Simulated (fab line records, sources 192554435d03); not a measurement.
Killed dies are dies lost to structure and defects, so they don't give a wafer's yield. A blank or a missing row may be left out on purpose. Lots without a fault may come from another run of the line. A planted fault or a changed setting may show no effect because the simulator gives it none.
fab line records | flow n5_finfet | part 1 of 2: steps 1 to 16 of 22
record lots=5 wafers=15 last_day=17
route steps=1938 shown DUMMY_GATE@228
lots that met no fault: from a run of the same line without faults
start_h: hours from the record's first day to the start of the lot's first wafer shown | wait_h: hours since the lot's step before | " the same as in the row above | L1.1+2: a row that stands for several wafers | - no value, or no start given | * or withheld: withheld | < > ~ a bound
route shown NAME@n: a module of which the file shows steps, and the number in the route of the first | usual: mean/standard deviation of fault-free wafers | same: alike in all rows | chamber/n: place in a boat | sites: the reading at each site | _std_site: their standard deviation | _edge_site: outer sites' mean less inner sites' | radius_mm: how far each site lies from the wafer's centre | mask NAME#n: copy n | behind: the tool/chamber that last shaped the wafer | hold: why the lot was held/for how many hours/how that ended | device: the transistor (n, p or np) that didn't switch | end of line: the same wafers' tests at the end of the route | a step without rows: its recipe alone | killed: dies lost to structure and defects at the first sort, not the wafer's yield | map: a wafer's dies, x killed, . not, _ none there
set.NAME: the setting as run; set.NAME@STEP: as run at that earlier step | model.NAME: the simulator's own value behind a step, which no gauge read
lots at some steps of the route; a table a step, a row a wafer
services: from which hour (start_h, from the record's first day; less than 0 if before it) a tool's chamber was out of use, for how many hours, and why
## steps
# step N5_DUMMY_GATE_EXPOSE_12
# recipe mask_id=GATE na=0.33 source_shape=annular sigma_inner=0.2 sigma_outer=0.6 polarization=unpolarized target_cd_nm=25 dose_mj=34
# usual stage_msd_nm=0.86/0.061
# columns lot.wafer tool chamber start_h wait_h mask stage_msd_nm
L076.4 euv_scanner-02 0 58.68 - GATE#0 0.92
L076.5 " 0 " " GATE#0 0.92
L076.6 " 0 " " GATE#0 0.92
L086.2 euv_scanner-01 0 120.46 - GATE#0 0.78
L086.5 " 0 " " GATE#0 0.78
L086.6 " 0 " " GATE#0 0.78
L088.3 euv_scanner-01 0 129.09 - GATE#0 0.78
L088.4 " 0 " " GATE#0 0.78
L088.5 " 0 " " GATE#0 0.78
L093.2 euv_scanner-02 0 160.99 - GATE#0 0.91
L093.5 " 0 " " GATE#0 0.91
L093.6 " 0 " " GATE#0 0.91
L097.1 euv_scanner-02 0 184.61 - GATE#0 0.91
L097.4 " 0 " " GATE#0 0.91
L097.5 " 0 " " GATE#0 0.91
# step N5_DUMMY_GATE_PEB_13
# recipe peb_temp_c=100 peb_time_s=60 resist=CAR-EUV
# usual resist_line_temp_C=23.00/0.1
# columns lot.wafer tool chamber start_h wait_h resist_line_temp_C
L076.4 litho_track-02 0 58.72 0.0 22.89
L076.5 " 0 " " 23.02
L076.6 " 0 " " 23.05
L086.2 litho_track-02 0 120.52 0.0 23.00
L086.5 " 0 " " 22.95
L086.6 " 0 " " 22.99
L088.3 litho_track-01 0 129.14 0.0 23.10
L088.4 " 0 " " 23.08
L088.5 " 0 " " 23.05
L093.2 litho_track-02 0 161.04 0.0 23.12
L093.5 " 0 " " 22.86
L093.6 " 0 " " 22.91
L097.1 litho_track-02 0 184.67 0.1 23.09
L097.4 " 0 " " 22.90
L097.5 " 0 " " 22.95
# step N5_DUMMY_GATE_DEVELOP_14
# recipe develop_time_s=30 developer=TMAH resist=CAR-EUV rinse_liquid=surfactant_rinse dry=air_spin dev_temp_c=23
# usual resist_line_temp_C=22.98/0.12
# columns lot.wafer tool chamber start_h wait_h resist_line_temp_C
L076.4 litho_track-02 0 - - 23.02
L076.5 " 0 " " 22.96
L076.6 " 0 " " 23.16
L086.2 litho_track-02 0 - - 23.19
L086.5 " 0 " " 23.14
L086.6 " 0 " " 23.11
L088.3 litho_track-01 0 - - 23.05
L088.4 " 0 " " 23.02
L088.5 " 0 " " 23.03
L093.2 litho_track-02 0 - - 23.32
L093.5 " 0 " " 23.22
L093.6 " 0 " " 23.13
L097.1 litho_track-02 0 - - 23.03
L097.4 " 0 " " 22.88
L097.5 " 0 " " 22.84
# step N5_DUMMY_GATE_CD_MEAS_15
# recipe target_cd_nm=25.8 landing_energy_ev=500 detector=se_inlens
# usual cd_nm=24.88/0.23
# columns lot.wafer tool chamber start_h wait_h cd_nm
L076.4 cd_sem-03 0 58.80 - 25.07
L076.5 " 0 " " 24.96
L076.6 " 0 " " 24.84
L086.2 cd_sem-02 0 120.59 - 24.60
L086.5 " 0 " " 25.11
L086.6 " 0 " " 24.68
L088.3 cd_sem-03 0 129.21 - 25.10
L088.4 " 0 " " 24.67
L088.5 " 0 " " 24.70
L093.2 cd_sem-01 0 161.11 - 24.91
L093.5 " 0 " " 24.96
L093.6 " 0 " " 24.60
L097.1 cd_sem-02 0 184.74 - 24.90
L097.4 " 0 " " 24.91
L097.5 " 0 " " 24.63
# step N5_DUMMY_GATE_OVL_MEAS_16
# recipe points_per_wafer=522
# usual GATE_OVL=0.5/0.6
# columns lot.wafer tool chamber start_h wait_h GATE_OVL[nm]
L076.4 overlay-01 0 58.85 0.0 0.6
L076.5 " 0 " " 1.6
L076.6 " 0 " " 0.5
L086.2 overlay-02 0 120.63 0.0 0.4
L086.5 " 0 " " -0.2
L086.6 " 0 " " 0.1
L088.3 overlay-02 0 129.26 0.0 -0.8
L088.4 " 0 " " -0.6
L088.5 " 0 " " 0.0
L093.2 overlay-01 0 161.15 0.0 1.0
L093.5 " 0 " " 1.4
L093.6 " 0 " " 1.2
L097.1 overlay-02 0 184.78 0.0 1.3
L097.4 " 0 " " -0.3
L097.5 " 0 " " 0.7
# step N5_DUMMY_GATE_INSPECT_17
# recipe mode=adi inspect_instrument=brightfield
# usual raw_defect_count=197/58
# columns lot.wafer tool chamber start_h wait_h raw_defect_count
L076.4 defect_inspect-02 - 58.89 0.0 255
L076.5 " - " " 300
L076.6 " - " " 235
L086.2 defect_inspect-01 - 120.68 0.0 216
L086.5 " - " " 159
L086.6 " - " " 156
L088.3 defect_inspect-01 - 129.31 0.0 178
L088.4 " - " " 300
L088.5 " - " " 182
L093.2 defect_inspect-02 - 161.21 0.0 221
L093.5 " - " " 384
L093.6 " - " " 196
L097.1 defect_inspect-01 - 184.84 0.1 150
L097.4 " - " " 134
L097.5 " - " " 219
# step N5_DUMMY_GATE_DESCUM_20
# recipe chemistry=O2 time_s=6.2 source_power_w=50 bias_power_w=20 pressure_mtorr=20 rf_frequency_hz=2.712e+07 temp_c=40 resist=CAR-EUV o2_flow_sccm=225
# usual drypump_motor_current_A=5.7/0.39 oes_product_au=0.82/0.08 rf_fwd_power_W=49.57/0.17 rf_vpp_V=243.5/1.4 showerhead_plenum_p_Torr=2.12/0.088 throttle_valve_pct=20.41/0.26
# columns lot.wafer tool chamber start_h wait_h drypump_motor_current_A oes_product_au rf_fwd_power_W rf_hours_counter_h rf_vpp_V showerhead_plenum_p_Torr throttle_valve_pct
L076.4 rie_diel-02 0 58.92 0.0 5.1 0.78 49.22 123 245.0 2.22 20.76
L076.5 " 1 " " 5.6 0.99 49.51 - 245.2 2.26 20.25
L076.6 " 0 " " 5.1 0.79 49.47 - 243.3 2.22 20.77
L086.2 rie_diel-04 1 120.72 0.0 5.5 0.72 49.65 191 243.9 2.06 20.30
L086.5 " 1 " " 5.5 0.72 49.62 - 243.1 2.06 20.31
L086.6 " 2 " " 5.4 0.84 49.83 - 243.2 2.02 20.45
L088.3 rie_diel-06 2 129.53 0.2 6.0 0.84 49.69 65 248.1 2.23 20.36
L088.4 " 0 " " 5.6 0.73 49.86 183 241.7 2.02 20.68
L088.5 " 1 " " 6.2 0.88 49.53 - 241.8 2.05 20.03
L093.2 rie_diel-02 3 161.24 0.0 5.9 0.84 49.55 67 245.7 2.23 20.00
L093.5 " 0 " " 5.1 0.78 49.68 - 243.8 2.21 20.81
L093.6 " 1 " " 5.6 0.91 49.58 - 244.3 2.25 20.29
L097.1 rie_diel-04 0 184.93 0.1 5.7 0.93 49.66 15 243.5 2.06 20.17
L097.4 " 3 " " 6.0 0.89 49.78 24 244.5 2.14 20.48
L097.5 " 1 " " 5.5 0.70 49.45 - 242.6 2.05 20.33
# step N5_DUMMY_GATE_ETCH_29
# recipe chemistry=N2/H2 target=underlayer target_depth_a=130 ion_energy_ev=200 pressure_mtorr=30 source_w=840 bias_w=150 n2_flow_sccm=200 h2_flow_sccm=200
# usual drypump_motor_current_A=5.7/0.39 oes_product_au=0.82/0.083 rf_fwd_power_W=829/4 rf_vpp_V=524.7/2.8 showerhead_plenum_p_Torr=2.57/0.098 throttle_valve_pct=17.80/0.26
# columns lot.wafer tool chamber start_h wait_h drypump_motor_current_A oes_product_au rf_fwd_power_W rf_hours_counter_h rf_vpp_V showerhead_plenum_p_Torr throttle_valve_pct
L076.4 rie_diel-02 0 58.98 0.0 5.1 0.78 828 123 526.7 2.67 18.02
L076.5 " 1 " " 5.6 0.96 830 - 528.2 2.73 17.70
L076.6 " 0 " " 5.1 0.78 832 - 528.5 2.67 17.99
L086.2 rie_diel-04 1 120.78 0.0 5.5 0.71 822 191 524.4 2.51 17.80
L086.5 " 1 " " 5.5 0.71 830 - 522.3 2.51 17.79
L086.6 " 2 " " 5.3 0.86 832 - 521.3 2.46 17.95
L088.3 rie_diel-06 2 129.59 0.0 6.1 0.84 828 65 527.7 2.67 17.49
L088.4 " 0 " " 5.6 0.72 827 183 520.3 2.42 17.91
L088.5 " 1 " " 6.2 0.89 833 - 521.7 2.50 17.59
L093.2 rie_diel-02 3 161.30 0.0 5.9 0.84 827 67 528.5 2.68 17.31
L093.5 " 0 " " 5.1 0.76 827 - 526.9 2.65 18.06
L093.6 " 1 " " 5.6 0.89 837 - 530.1 2.72 17.75
L097.1 rie_diel-04 0 185.00 0.0 5.7 0.92 822 15 522.6 2.49 17.52
L097.4 " 3 " " 6.0 0.92 836 24 526.1 2.58 17.88
L097.5 " 1 " " 5.6 0.70 831 - 523.4 2.50 17.85
# step N5_DUMMY_GATE_ETCH_36
# recipe chemistry=CF4 target=SiARC target_depth_a=130 pressure_mtorr=40 source_w=545 bias_w=36 Ar_flow_sccm=100 cf4_flow_sccm=100 ion_energy_ev=80
# usual drypump_motor_current_A=5.7/0.38 mfc_ar_sccm=100.0/0.33 oes_product_au=0.82/0.083 rf_fwd_power_W=537.9/2 rf_vpp_V=184.3/1.1 showerhead_plenum_p_Torr=2.17/0.082 throttle_valve_pct=15.54/0.24
# columns lot.wafer tool chamber start_h wait_h drypump_motor_current_A mfc_ar_sccm oes_product_au rf_fwd_power_W rf_hours_counter_h rf_vpp_V showerhead_plenum_p_Torr throttle_valve_pct
L076.4 rie_diel-02 0 59.02 0.0 5.1 99.9 0.77 537.6 123 186.1 2.25 15.80
L076.5 " 1 " " 5.6 99.9 0.96 543.1 - 186.6 2.28 15.18
L076.6 " 0 " " 5.1 99.7 0.78 538.9 - 185.7 2.25 15.80
L086.2 rie_diel-04 1 120.82 0.0 5.5 99.9 0.71 536.9 191 183.4 2.14 15.74
L086.5 " 1 " " 5.5 100.0 0.71 539.1 - 183.9 2.14 15.72
L086.6 " 2 " " 5.3 100.1 0.86 539.6 - 183.5 2.08 15.61
L088.3 rie_diel-06 2 129.63 0.0 6.0 99.7 0.84 539.9 65 186.1 2.26 15.35
L088.4 " 0 " " 5.6 100.0 0.72 538.5 183 183.3 2.04 15.69
L088.5 " 1 " " 6.2 99.9 0.89 539.5 - 184.6 2.10 15.25
L093.2 rie_diel-02 3 161.34 0.0 5.8 100.2 0.84 537.1 67 185.8 2.28 15.21
L093.5 " 0 " " 5.1 100.2 0.75 536.1 - 184.0 2.24 15.86
L093.6 " 1 " " 5.6 99.9 0.90 537.7 - 185.1 2.27 15.25
L097.1 rie_diel-04 0 185.04 0.0 5.6 99.5 0.92 535.5 15 183.7 2.09 15.21
L097.4 " 3 " " 6.0 100.3 0.92 537.1 24 186.0 2.18 15.59
L097.5 " 1 " " 5.6 100.3 0.70 535.4 - 182.6 2.13 15.76
# step N5_DUMMY_GATE_ETCH_37
# recipe chemistry=N2/H2 target=SOC target_depth_a=600 overetch_a=300 temp_c=40 ion_energy_ev=200 pressure_mtorr=30 source_w=840 bias_w=150 n2_flow_sccm=200 h2_flow_sccm=200
# usual drypump_motor_current_A=5.7/0.39 oes_product_au=0.65/0.061 rf_fwd_power_W=829/3.7 rf_vpp_V=524.7/2.6 showerhead_plenum_p_Torr=2.57/0.098 throttle_valve_pct=17.72/0.26
# columns lot.wafer tool chamber start_h wait_h drypump_motor_current_A oes_product_au rf_fwd_power_W rf_hours_counter_h rf_vpp_V showerhead_plenum_p_Torr throttle_valve_pct
L076.4 rie_diel-02 0 59.06 0.0 5.1 0.62 825 123 525.9 2.67 17.96
L076.5 " 1 " " 5.7 0.76 833 - 528.8 2.73 17.62
L076.6 " 0 " " 5.1 0.61 824 - 526.3 2.67 17.93
L086.2 rie_diel-04 1 120.86 0.0 5.5 0.57 830 191 523.3 2.51 17.73
L086.5 " 1 " " 5.5 0.57 831 - 523.9 2.51 17.73
L086.6 " 2 " " 5.3 0.66 823 - 522.5 2.46 17.87
L088.3 rie_diel-06 2 129.67 0.0 6.0 0.67 825 65 526.8 2.67 17.44
L088.4 " 0 " " 5.6 0.59 831 183 521.2 2.42 17.84
L088.5 " 1 " " 6.2 0.71 831 - 522.8 2.50 17.50
L093.2 rie_diel-02 3 161.38 0.0 5.9 0.66 825 67 527.6 2.68 17.22
L093.5 " 0 " " 5.1 0.59 831 - 526.2 2.65 18.00
L093.6 " 1 " " 5.6 0.71 836 - 528.0 2.72 17.67
L097.1 rie_diel-04 0 185.08 0.0 5.7 0.72 823 15 523.1 2.49 17.44
L097.4 " 3 " " 6.0 0.71 830 25 524.7 2.58 17.81
L097.5 " 1 " " 5.6 0.56 829 - 523.6 2.50 17.78
# step N5_DUMMY_GATE_STRIP_38
# recipe chemistry=N2/H2 temp_c=40 n2_flow_sccm=200 h2_flow_sccm=200 rf_frequency_hz=6e+07
# columns lot.wafer tool chamber start_h wait_h
L076.4+5+6 rie_diel-02 0,1,0 59.10 0.0
L086.2+5+6 rie_diel-04 1,1,2 120.90 0.0
L088.3+4+5 rie_diel-06 2,0,1 129.71 0.0
L093.2+5+6 rie_diel-02 3,0,1 161.42 0.0
L097.1+4+5 rie_diel-04 0,3,1 185.12 0.0
# step N5_DUMMY_GATE_STRIP_39
# recipe chemistry=N2/H2 temp_c=40 n2_flow_sccm=200 h2_flow_sccm=200 rf_frequency_hz=6e+07
# columns lot.wafer tool chamber start_h wait_h
L076.4+5+6 rie_diel-02 0,1,0 59.11 0.0
L086.2+5+6 rie_diel-04 1,1,2 120.91 0.0
L088.3+4+5 rie_diel-06 2,0,1 129.72 0.0
L093.2+5+6 rie_diel-02 3,0,1 161.43 0.0
L097.1+4+5 rie_diel-04 0,3,1 185.13 0.0
# step N5_DUMMY_GATE_TRIM_49
# recipe chemistry=O2 resist=SOC time_s=29 target_cd_nm=14 source_power_w=300 bias_power_w=0 O2_flow_sccm=100 temp_c=20
# usual drypump_motor_current_A=5.7/0.41 oes_product_au=1.001/0.019 rf_fwd_power_W=298.4/0.92 throttle_valve_pct=8.20/0.18
# columns lot.wafer tool chamber start_h wait_h drypump_motor_current_A oes_product_au rf_fwd_power_W rf_hours_counter_h throttle_valve_pct
L076.4 rie_si-05 3 59.14 0.0 6.1 1.002 298.2 16 8.13
L076.5 " 1 " " 6.4 0.993 298.3 - 8.10
L076.6 " 2 " " 5.0 1.042 299.4 - 8.28
L086.2 rie_si-03 3 120.94 0.0 5.6 1.022 298.8 136 8.05
L086.5 " 1 " " 5.4 0.973 298.7 - 7.84
L086.6 " 2 " " 6.2 0.995 299.5 - 8.30
L088.3 rie_si-05 1 129.75 0.0 6.4 1.002 299.3 4 8.11
L088.4 " 0 " " 5.5 0.984 297.2 110 8.31
L088.5 " 3 " " 6.1 0.997 296.9 - 8.14
L093.2 rie_si-01 3 161.47 0.0 5.8 1.001 297.2 183 8.53
L093.5 " 3 " " 5.8 1.004 297.4 - 8.51
L093.6 " 0 " " 5.3 1.021 298.9 - 8.06
L097.1 rie_si-05 3 185.16 0.0 6.1 1.009 296.5 19 8.13
L097.4 " 2 " " 4.9 1.043 299.1 143 8.28
L097.5 " 3 " " 6.1 1.013 296.6 - 8.15
# step N5_DUMMY_GATE_STRIP_40
# recipe chemistry=CF4 resist=SiARC power_w=300 bias_power_w=75 pressure_mtorr=50 cf4_flow_sccm=150 rf_frequency_hz=6e+07
# usual drypump_motor_current_A=5.7/0.38 oes_product_au=0.82/0.08 power_w=300.0/1 rf_fwd_power_W=292.6/0.89 rf_vpp_V=271.6/1.6 showerhead_plenum_p_Torr=1.82/0.068 throttle_valve_pct=13.49/0.24
# columns lot.wafer tool chamber start_h wait_h drypump_motor_current_A oes_product_au power_w rf_fwd_power_W rf_hours_counter_h rf_vpp_V showerhead_plenum_p_Torr throttle_valve_pct
L076.4 rie_diel-02 0 59.24 0.1 5.1 0.77 300.2 293.7 123 273.6 1.88 13.72
L076.5 " 2 " " 6.5 0.84 300.7 292.1 - 271.8 1.75 13.72
L076.6 " 3 " " 5.8 0.87 299.6 292.0 - 271.2 1.92 13.12
L086.2 rie_diel-06 0 121.04 0.1 5.6 0.74 301.1 292.9 180 270.1 1.71 13.69
L086.5 " 0 " " 5.6 0.74 302.2 291.6 - 270.1 1.72 13.68
L086.6 " 3 " " 5.6 0.76 298.9 292.5 - 270.4 1.85 13.47
L088.3 rie_diel-02 0 129.92 0.1 5.1 0.75 299.0 291.9 141 271.8 1.87 13.77
L088.4 " 1 " " 5.6 0.90 300.2 291.4 29 275.3 1.90 13.19
L088.5 " 0 " " 5.1 0.75 299.7 292.0 - 272.1 1.87 13.78
L093.2 rie_diel-02 1 161.56 0.1 5.6 0.89 302.3 293.0 39 274.6 1.90 13.21
L093.5 " 0 " " 5.1 0.74 300.4 292.4 - 273.6 1.87 13.79
L093.6 " 3 " " 5.8 0.82 300.9 292.5 - 273.0 1.91 13.17
L097.1 rie_diel-04 1 185.49 0.3 5.5 0.70 298.9 292.0 212 270.8 1.79 13.76
L097.4 " 2 " " 5.3 0.81 299.6 293.2 94 271.9 1.74 13.64
L097.5 " 1 " " 5.5 0.70 299.8 291.5 - 270.4 1.79 13.78
# step N5_DUMMY_GATE_CD_MEAS_50
# recipe target_cd_nm=14
# usual cd_nm=13.8/0.39
# columns lot.wafer tool chamber start_h wait_h cd_nm
L076.4 cd_sem-02 - 59.30 0.0 13.9
L076.5 " - " " 13.8
L076.6 " - " " 13.7
L086.2 cd_sem-01 - 121.09 0.0 13.5
L086.5 " - " " 13.6
L086.6 " - " " 14.1
L088.3 cd_sem-01 - 129.99 0.1 13.8
L088.4 " - " " 13.1
L088.5 " - " " 13.6
L093.2 cd_sem-01 - 161.62 0.0 13.9
L093.5 " - " " 13.3
L093.6 " - " " 14.3
L097.1 cd_sem-03 - 185.54 0.0 13.6
L097.4 " - " " 13.6
L097.5 " - " " 13.9
# step N5_DUMMY_GATE_ETCH_31
# recipe chemistry=C4F6/O2 target=SiO2 mask_material=SOC target_depth_a=825 time_s=27.5 ion_energy_ev=250 pressure_mtorr=30 source_w=345 bias_w=185 Ar_flow_sccm=300 C4F6_flow_sccm=10 O2_flow_sccm=10
# usual drypump_motor_current_A=5.8/0.34 mfc_ar_sccm=299.8/0.93 oes_product_au=0.82/0.087 rf_fwd_power_W=341.1/1.3 rf_vpp_V=664/9.3 showerhead_plenum_p_Torr=2.85/0.1 throttle_valve_pct=21.07/0.22
# columns lot.wafer tool chamber start_h wait_h drypump_motor_current_A mfc_ar_sccm oes_product_au rf_fwd_power_W rf_hours_counter_h rf_vpp_V showerhead_plenum_p_Torr throttle_valve_pct
L076.4 rie_diel-02 3 59.34 0.0 5.9 301.7 0.88 340.3 33 664 3.04 20.71
L076.5 " 2 " " 6.5 299.3 0.85 343.2 - 655 2.76 21.37
L076.6 " 3 " " 5.9 300.8 0.88 342.0 - 663 3.04 20.73
L086.2 rie_diel-06 0 121.14 0.0 5.7 299.0 0.73 341.7 180 663 2.71 21.18
L086.5 " 1 " " 6.2 300.0 0.88 341.5 - 652 2.79 20.81
L086.6 " 0 " " 5.6 298.7 0.73 340.6 - 661 2.71 21.15
L088.3 rie_diel-04 2 130.11 0.1 5.4 298.5 0.84 341.3 77 656 2.76 21.22
L088.4 " 3 " " 6.0 299.5 0.95 342.5 - 650 2.90 21.19
L088.5 " 2 " " 5.4 299.2 0.85 340.1 - 658 2.76 21.20
L093.2 rie_diel-02 3 161.66 0.0 5.8 301.5 0.84 341.2 67 663 3.02 20.76
L093.5 " 3 " " 5.8 301.1 0.84 339.4 - 664 3.02 20.77
L093.6 " 2 " " 6.5 299.2 0.80 341.8 - 655 2.75 21.42
L097.1 rie_diel-04 3 185.68 0.1 6.0 298.3 0.91 343.5 25 652 2.89 21.20
L097.4 " 0 " " 5.7 301.1 0.92 338.3 15 671 2.77 20.75
L097.5 " 3 " " 6.0 299.1 0.90 343.0 - 651 2.89 21.21
